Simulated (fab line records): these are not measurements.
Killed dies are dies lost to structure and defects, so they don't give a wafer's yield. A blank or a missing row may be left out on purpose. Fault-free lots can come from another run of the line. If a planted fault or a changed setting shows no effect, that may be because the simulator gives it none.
A single fault, viewed from 2 desks / flow nand-harc / every desk sees just its own numbers, and what lay behind them comes last

## THE DEFECT DESK
For each lot, the counts of the inspections along the route, averaged over the sampled wafers that have a number. Any lot whose mean is over 4 standard deviations away from the usual mean is out of limits and marked OUT; that distance is given in the brackets.
Columns: A = raw-defect-count at NHARC_P_M1_INSPECT_11, usual 4.7
lot=L484; first seen here=day 7 23:13; A=7.7
lot=L483; first seen here=day 7 23:58; A=3.7
lot=L488; first seen here=day 9 18:04; A=4.3
lot=L489; first seen here=day 10 08:30; A=8.7
lot=L492; first seen here=day 11 00:26; A=4.3
lot=L491; first seen here=day 11 01:22; A=4.3
lot=L493; first seen here=day 11 10:23; A=4.0
lot=L498; first seen here=day 13 18:25; A=4.0
lot=L499; first seen here=day 14 00:59; A=1.7
lot=L500; first seen here=day 14 21:48; A=2.0
lot=L501; first seen here=day 14 22:10; A=6.7
lot=L502; first seen here=day 15 10:45; A=6.3
lot=L503; first seen here=day 15 16:15; A=3.7
Finding of this desk: none of the 13 lots has anything out of limits.

## THE TOOL OWNER'S DESK: litho-track-06
The tool's own readings at NHARC_P_M1_SOFTBAKE_04 (time 55 s): means of the sampled wafers that have a number, for each lot that ran on this tool. Any lot whose mean is over 4 standard deviations away from the usual mean is out of limits and marked OUT; that distance is given in the brackets.
Columns: A = heater-power-total-W at NHARC_P_M1_SOFTBAKE_04, usual 188.46 W; B = resist-line-temp-C at NHARC_P_M1_SOFTBAKE_04, usual 22.99 C
lot=L488; first seen here=day 9 17:00; A=188.46; B=23.02
lot=L489; first seen here=day 10 07:00; A=188.35; B=23.07
lot=L492; first seen here=day 10 23:00; A=191.86 (+24) OUT; B=22.99
lot=L491; first seen here=day 11 00:00; A=191.83 (+24) OUT; B=22.95
lot=L499; first seen here=day 14 00:00; A=188.38; B=23.15
lot=L500; first seen here=day 14 21:00; A=188.48; B=22.99
lot=L501; first seen here=day 14 21:00; A=188.43; B=22.96
lot=L503; first seen here=day 15 15:00; A=188.34; B=23.01
Finding of this desk: L491, L492 out of limits; the first was L492 at day 10 23:00, on heater-power-total-W at NHARC_P_M1_SOFTBAKE_04. L488, L489, L499, L500, L501, L503 stayed within limits.

## ALL TOGETHER
At day 10 23:00, on L491, L492, the tool owner's desk was in a position to raise an alarm.
No out-of-limits result turned up at the defect desk.
The defect desk has L491, L492 on record, within its limits.
All the named lots went through NHARC_P_M1_SOFTBAKE_04 on litho-track-06.

## WHAT THE SIMULATOR HAD INSERTED
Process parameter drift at NHARC_P_M1_SOFTBAKE_04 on litho-track-06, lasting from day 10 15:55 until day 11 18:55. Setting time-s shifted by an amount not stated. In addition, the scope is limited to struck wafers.
Lots struck among those shown: L491, L492.
Time in hours from fault onset to the first out-of-limits reading at each desk: the tool owner's desk, 7.
